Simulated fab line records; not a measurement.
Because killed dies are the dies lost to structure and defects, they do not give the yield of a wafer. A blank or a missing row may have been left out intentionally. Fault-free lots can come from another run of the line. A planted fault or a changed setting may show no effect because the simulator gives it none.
The same fault as seen by 3 desks | flow nand-harc | each desk has only its own numbers; what lay behind them comes last

TOOL OWNER'S DESK, litho-track-06
The tool's own readings at NHARC_P_M2_PEB_07 (peb time 65 s): means of the sampled wafers that have a number, for each lot that ran on this tool. If a lot's mean is further than 4 standard deviations from the usual mean, the lot is out of limits and carries the mark OUT (the distance appears in the brackets).
Columns: A = heater-power-total-W at NHARC_P_M2_PEB_07, usual 156.6 W; B = resist-line-temp-C at NHARC_P_M2_PEB_07, usual 23.01 C
lot  | first seen here | A                | B
L207 | day 10 12:20    | 157.0            | 23.04
L216 | day 14 05:09    | 157.8            | 23.15
L217 | day 15 01:25    | 158.7 (+5.1) OUT | 22.94
This desk's verdict: out of limits on L217, starting with L217 at day 15 01:25 (heater-power-total-W at NHARC_P_M2_PEB_07). In limits: L207, L216.

METROLOGY DESK
Lot by lot, what the gauges showed, no matter which tool ran the lot: averages of those sampled wafers that carry a number. If a lot's mean is further than 4 standard deviations from the usual mean, the lot is out of limits and carries the mark OUT (the distance appears in the brackets).
Columns: A = cd-nm at NHARC_P_M2_CD_MEAS_09, usual 169.9 nm; B = overlay-x-nm at NHARC_P_M2_OVL_MEAS_10, usual 0.1 nm; C = overlay-y-nm at NHARC_P_M2_OVL_MEAS_10, usual -0.1 nm; D = cd-nm at NHARC_P_M2_CD_MEAS_16, usual 170.0 nm
lot  | first seen here | A     | B    | C    | D
L197 | day 6 17:31     | 169.2 | 0.2  | -0.2 | 169.5
L206 | day 10 03:46    | 170.3 | 0.4  | -0.3 | 170.8
L207 | day 10 12:25    | 170.2 | -0.6 | 0.5  | 170.5
L216 | day 14 05:14    | 169.7 | -0.7 | -0.4 | 170.1
L217 | day 15 01:29    | 169.9 | -0.5 | 0.2  | 169.7
L219 | day 15 16:30    | 169.6 | -0.5 | 0.9  | 170.3
This desk's finding: nothing out of limits on any of the 6 lots.

THE DEFECT DESK
Lot by lot, what the route's inspections counted, given as the mean of those sampled wafers with a number. If a lot's mean is further than 4 standard deviations from the usual mean, the lot is out of limits and carries the mark OUT (the distance appears in the brackets).
Columns: A = raw-defect-count at NHARC_P_M1_INSPECT_27, usual 353; B = raw-defect-count at NHARC_P_M2_INSPECT_11, usual 4.6
lot  | first seen here | A   | B
L197 | day 6 16:09     | 283 | 4.7
L206 | day 10 02:30    | 423 | 1.0
L207 | day 10 11:03    | 239 | 3.7
L216 | day 14 03:50    | 422 | 3.3
L217 | day 15 00:14    | 578 | 8.3
L219 | day 15 15:14    | 493 | 3.3
This desk's finding: nothing out of limits on any of the 6 lots.

BROUGHT TOGETHER
At day 15 01:25, on L217, the tool owner's desk was in a position to raise an alarm.
Metrology desk: nothing out of limits seen.
No out-of-limits result turned up at the defect desk.
The metrology desk holds a record of L217, inside its limits.
The defect desk has L217 on record, within its limits.
NHARC_P_M2_PEB_07 was run on litho-track-06 by each of the lots named.

WHAT THE SIMULATOR PUT IN
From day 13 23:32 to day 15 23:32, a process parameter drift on litho-track-06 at NHARC_P_M2_PEB_07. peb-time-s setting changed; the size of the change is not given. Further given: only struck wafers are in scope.
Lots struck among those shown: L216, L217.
How many hours passed from the start of the fault until each desk's first out-of-limits reading: the tool owner's desk, 26.
